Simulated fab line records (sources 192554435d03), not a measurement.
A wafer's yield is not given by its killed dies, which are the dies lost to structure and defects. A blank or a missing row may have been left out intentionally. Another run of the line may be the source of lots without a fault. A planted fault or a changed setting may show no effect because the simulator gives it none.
Chamber matching | flow n5-finfet | 4 sister chambers for N5_BEOL_M12_TRENCH_ETCH_34 on rie-diel-01
The step etches SiOC in C4F8/O2/Ar, target depth 318.95 nm, time 125.5 s. 4 wafers are shown with their chamber, then 10 later ones without.

WAFERS, EACH WITH ITS CHAMBER
wafer  | chamber | drypump-motor-current-A (A)
L091.1 | 0       | 5.4
L091.5 | 3       | 5.8
L093.1 | 2       | 5.5
L093.2 | 1       | 4.8

WAFERS WITH NO CHAMBER GIVEN
wafer  | drypump-motor-current-A (A)
L093.4 | 5.8
L095.1 | 5.8
L095.2 | 5.5
L095.3 | 5.3
L095.4 | 4.9
L095.5 | 4.8
L095.6 | 5.5
L097.3 | 5.4
L097.4 | 5.8
L097.5 | 5.4

EACH ONE'S CHAMBER
wafer  | from the rows above | in truth
L093.4 | 3                   | 3
L095.1 | 3                   | 3
L095.2 | 2                   | 2
L095.3 | 0                   | 0
L095.4 | 1                   | 1
L095.5 | 1                   | 1
L095.6 | 2                   | 2
L097.3 | 0                   | 0
L097.4 | 3                   | 3
L097.5 | 0                   | 0
10 of 10 placed correctly. Not placeable from these rows: 0. Number placed wrongly: 0.
How it was worked out, from the rows above alone: a wafer's distance from a chamber is the root of the sum, over the readings, of the square of ((its reading less the chamber's mean) divided by the reading's scatter). The wafer belongs to the nearest chamber; if the next one is less than 2 further off, it can't be placed. A chamber's mean is the mean of its shown wafers. The scatter: root of mean squared gap, hidden wafer to nearest shown wafer, with one shown wafer a chamber.
